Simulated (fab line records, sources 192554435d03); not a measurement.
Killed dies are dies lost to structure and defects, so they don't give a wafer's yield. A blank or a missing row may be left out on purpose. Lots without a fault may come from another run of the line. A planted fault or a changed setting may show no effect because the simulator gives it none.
Chamber matching | flow n5_finfet | N5_FIN_SAQP_STRIP_70 on rie_diel-03: 4 sister chambers
The step strips in N2/H2. 4 wafers are shown with their chamber, then 12 later ones without.

WAFERS WITH THEIR CHAMBER
wafer  | chamber | throttle_valve_pct (%)
L088.2 | 3       | 19.1
L090.2 | 0       | 19.2
L092.1 | 2       | 19.1
L092.5 | 1       | 18.3

WAFERS WITHOUT THEIR CHAMBER
wafer  | throttle_valve_pct (%)
L093.4 | 19.2
L093.5 | 19.1
L093.6 | 18.8
L095.1 | 19.1
L095.4 | 18.4
L095.5 | 18.8
L096.1 | 19.3
L096.2 | 18.4
L096.6 | 19.1
L097.1 | 19.3
L097.3 | 19.1
L097.5 | 18.3

WHICH CHAMBER EACH WENT THROUGH
wafer  | from the rows above               | in truth
L093.4 | can't be placed: 0 or 2 or 3      | 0
L093.5 | can't be placed: 2 or 3 or 0      | 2
L093.6 | can't be placed: 2 or 3 or 0 or 1 | 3
L095.1 | can't be placed: 2 or 3 or 0      | 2
L095.4 | 1                                 | 1
L095.5 | can't be placed: 2 or 3 or 0 or 1 | 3
L096.1 | can't be placed: 0 or 2 or 3      | 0
L096.2 | 1                                 | 1
L096.6 | can't be placed: 2 or 3 or 0      | 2
L097.1 | can't be placed: 0 or 2 or 3      | 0
L097.3 | can't be placed: 2 or 3 or 0      | 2
L097.5 | 1                                 | 1
Placed correctly: 3 of 12. Can't be placed from these rows: 9 (the true chamber is among the candidates in 9). Placed wrongly: 0.
How it was worked out, from the rows above alone: a wafer's distance from a chamber is the root of the sum, over the readings, of the square of ((its reading less the chamber's mean) divided by the reading's scatter). The wafer belongs to the nearest chamber; if the next one is less than 2 further off, it can't be placed. A chamber's mean is the mean of its shown wafers. The scatter: with one shown wafer a chamber, the root of the mean of the squares of how far each hidden wafer lies from its nearest shown one.
